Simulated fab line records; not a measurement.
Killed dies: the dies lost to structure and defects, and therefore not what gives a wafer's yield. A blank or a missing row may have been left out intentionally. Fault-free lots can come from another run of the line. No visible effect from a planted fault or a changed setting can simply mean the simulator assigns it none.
A struck lot beside a sound one    flow n5 finfet    42 steps out of a route of 1938
Sound: the wafers L746.1, L746.4, L746.5. Struck: wafer L762.4 (L762.1, L762.2, from the same lot, were not struck and are left out); the cause is given at the end.
Each step with rows lists, per side, the tool, then ch with its chambers, then its first start. Under that, the readings that differ: sound wafers    struck wafers    difference of the means    sigmas: that difference in standard deviations of wafers without a fault.
alike: words and numbers the same on both sides, and readings whose means are apart by under 2 such deviations; not compared: readings that were withheld, readings missing a value for some wafer, numbers with overlapping values and no deviation given by the record, and bounds like >300 which may hide the same value.
The two part at a step that has a row with sigmas, a row that says differs or no value, or rows on one side only. When numbers do not overlap yet have no deviation, they are printed without sigmas and do not part them. Lack of a reading on every wafer of one side parts them only where that side has two or more wafers.

first, 11 steps without rows for these wafers: N5_GATE_CUT_ETCHBACK_00 (etches W in SF6/Cl2); N5_GATE_CUT_ETCH_56 (etches TiN in Cl2/Ar, target depth 21.6 nm); N5_GATE_CUT_ETCHBACK_30 (etches TiN in Cl2/Ar, target depth 3 nm); N5_GATE_CUT_VAPOR_ETCH_60 (etches HfO2 in BCl3/Cl2); N5_GATE_CUT_ETCH_58 (etches SiNx in CH3F/O2, target depth 17 nm, time 128.6 s); N5_GATE_CUT_STRIP_59 (strips in N2/H2, time 20 s); N5_GATE_CUT_PRECLEAN_31 (cleans in DIW, time 300 s); N5_GATE_CUT_SRD_32 (time 30 s); N5_GATE_CUT_SAC_CAP_01 (material SiNx, target thk 24 nm, pulse time 1 s, ald cycles 480); N5_GATE_CUT_PECVD_57 (deposits SiNx from SiH4/NH3/N2, target thk 21 nm); N5_GATE_CUT_CMP_02 (polishes, stops on SiO2, t overpolish 12.7 s, target thk 0 nm).
N5_GATE_CUT_HM_DEP_46: deposits SiO2 from TEOS/O2, target thk 130 nm, time 26.6 s.
  sound on pecvd-01 ch 0,2, day 4 16:55; struck on pecvd-01 ch 0, day 8 10:11
reading                                       sound              struck  difference  sigmas
model.SiO2_of_GATE_CUT_HM_DEP_46.thk nm (nm)  127.4 129.6 130.8  41      -88         
  alike: chamber pressure Torr, heater power w, showerhead plenum p Torr, showerhead vpp V, throttle valve pct
then, 15 steps without rows for these wafers: N5_GATE_CUT_COAT_34 (time 60 s, resist thk 60 nm); N5_GATE_CUT_COAT_35 (time 60 s, resist thk 10 nm); N5_GATE_CUT_COAT_27 (time 60 s, resist thk 10 nm); N5_GATE_CUT_COAT_07 (resist thk 30 nm); N5_GATE_CUT_EBR_09; N5_GATE_CUT_SOFTBAKE_08 (time 60 s); N5_GATE_CUT_EXPOSE_10 (exposes mask GATE CUT, target cd 20 nm); N5_GATE_CUT_PEB_11 (peb time 60 s); N5_GATE_CUT_DEVELOP_12 (develop time 30 s); N5_GATE_CUT_DESCUM_18 (chemistry O2, time 7 s); N5_GATE_CUT_ETCH_28 (etches underlayer in N2/H2, target depth 13 nm, time 10.4 s); N5_GATE_CUT_ETCH_36 (etches SiARC in CF4, target depth 13 nm, time 21.7 s); N5_GATE_CUT_ETCH_37 (etches SOC in N2/H2, target depth 60 nm, overetch 12 nm, time 90 s); N5_GATE_CUT_STRIP_38 (strips in N2/H2); N5_GATE_CUT_STRIP_39 (strips in N2/H2).
N5_GATE_CUT_HM_OPEN_40: chemistry C4F6/O2, target SiO2, target depth 139 nm, time 85.1 s.
  sound on rie diel-06 ch 1,2, day 4 17:40; struck on rie diel-05 ch 3, day 8 10:50
reading                                    sound                 struck  difference  sigmas
chamber pressure mTorr (mTorr)             30.037 30.003 29.985  29.946  -0.062      -2
etch rf on time s (s)                      92.7 93.3 94.5        29.6    -63.9       -38
model.etch.depth nm (nm)                   127.4 129.6 130.8     41.03   -88.24      
model.SOC_of_GATE_CUT_COAT_34.thk nm (nm)  33.4 33 32.8          51.2    +18.1       
model.GATE_CUT.cd nm (nm)                  20.2 20.2 20.2        19.6    -0.6        
  alike: drypump motor current A, oes product au, rf vpp V, showerhead plenum p Torr, throttle valve pct
  not compared: rf hours counter h
then, 6 steps without rows for these wafers: N5_GATE_CUT_STRIP_41 (strips in CF4); N5_GATE_CUT_STRIP_42 (strips in O2); N5_GATE_CUT_ETCH_19 (etches SiNx in CH3F/O2, target depth 53.7 nm, time 76.7 s); N5_GATE_CUT_CUT_ETCH_53 (etches W in SF6/Cl2, target depth 79.2 nm); N5_GATE_CUT_CUT_ETCH_54 (etches TiN in Cl2/BCl3, target depth 96.7 nm); N5_GATE_CUT_CUT_ETCH_55 (etches HfO2 in BCl3, target depth 3.2 nm).
N5_GATE_CUT_ETCH_47: etches SiO2 in Cl2/BCl3, target depth 10 nm.
  sound on rie metal-03 ch 0,1, day 4 18:02; struck on rie metal-02 ch 0, day 8 11:13
reading                    sound           struck  difference  sigmas
model.GATE_CUT.cd nm (nm)  20.2 20.6 20.4  19.8    -0.6        
  alike: chamber pressure mTorr, drypump motor current A, oes product au, throttle valve pct
  not compared: rf hours counter h
then, 3 steps without rows for these wafers: N5_GATE_CUT_VAPOR_ETCH_48 (etches TiN in BCl3/Cl2); N5_GATE_CUT_VAPOR_ETCH_49 (etches TiAlC in BCl3/Cl2); N5_GATE_CUT_VAPOR_ETCH_51 (etches HfO2 in BCl3/Cl2).
N5_GATE_CUT_THK_MEAS_24:
  struck on film metro-01, day 8 13:47; sound on film metro-02, day 4 20:08
reading           sound              struck  difference  sigmas
GC_FILL_THK (nm)  217.4 220.1 221.1  130.2   -89.3       -45
N5_GATE_CUT_CMP_43: polishes SiO2.
  sound on cmp-02 ch 0,1,3, day 4 20:19; struck on cmp-04 ch 2, day 8 13:59
reading                                       sound    struck  difference  sigmas
model.SiO2_of_GATE_CUT_HM_DEP_46.thk nm (nm)  4.8 5 5  0.8     -4.1        
  alike: motor current A
-- the record jumps here: 3 days lie between the struck wafers' starts before and after (it left off in module GATE_CUT and takes up again in module BEOL_M4, whose first step shown is number 1111 of the route) --
N5_BEOL_M4_RC_MEAS_101:
  sound on prober-02 ch 0, day 7 22:27; struck on prober-01 ch 0, day 11 15:34
reading        sound        struck  difference  sigmas
ION_P (uA/um)  473 470 467  454     -16         -2
  alike: DIBL_N, DIBL_P, IOFF_N, IOFF_P, ION_N, SS_N, SS_P, VT_N, VT_P
-- a jump in the record: the struck wafers' starts before and after are 4 days apart (it breaks off in module BEOL_M4 and resumes in module PASSIVATION, where the first step shown is number 1936 of the route) --
N5_PASSIVATION_PROBE_49:
  struck on prober-02, day 15 23:13; sound on prober-02, day 12 00:19
reading                   sound           struck  difference  sigmas
defect limited yield (%)  93.7 91.0 93.4  88.3    -4.4        -3
killed_at_M4_up           9 9 4           23      +16         +3
killed dies               74 106 78       138     +52         +3
killed open               50 74 55        92      +32         +2
killed short              23 31 21        46      +21         +3
sort_bin_5_function (%)   3.7 5.5 3.7     7.0     +2.7        +3
sort_bin_6_memory (%)     2.4 3.1 2.4     4.1     +1.5        +2
sort n pass               1106 1074 1102  1042    -52         -3
sort yield pct (%)        93.7 91.0 93.4  88.3    -4.4        -3
  alike: killed_at_M0_to_M3, killed at contacts, killed at front end, killed at other

## WHERE THEY PART
Last at N5_PASSIVATION_PROBE_49 as far as this record goes, first at N5_GATE_CUT_HM_OPEN_40.

WHY: the cause the simulator had injected
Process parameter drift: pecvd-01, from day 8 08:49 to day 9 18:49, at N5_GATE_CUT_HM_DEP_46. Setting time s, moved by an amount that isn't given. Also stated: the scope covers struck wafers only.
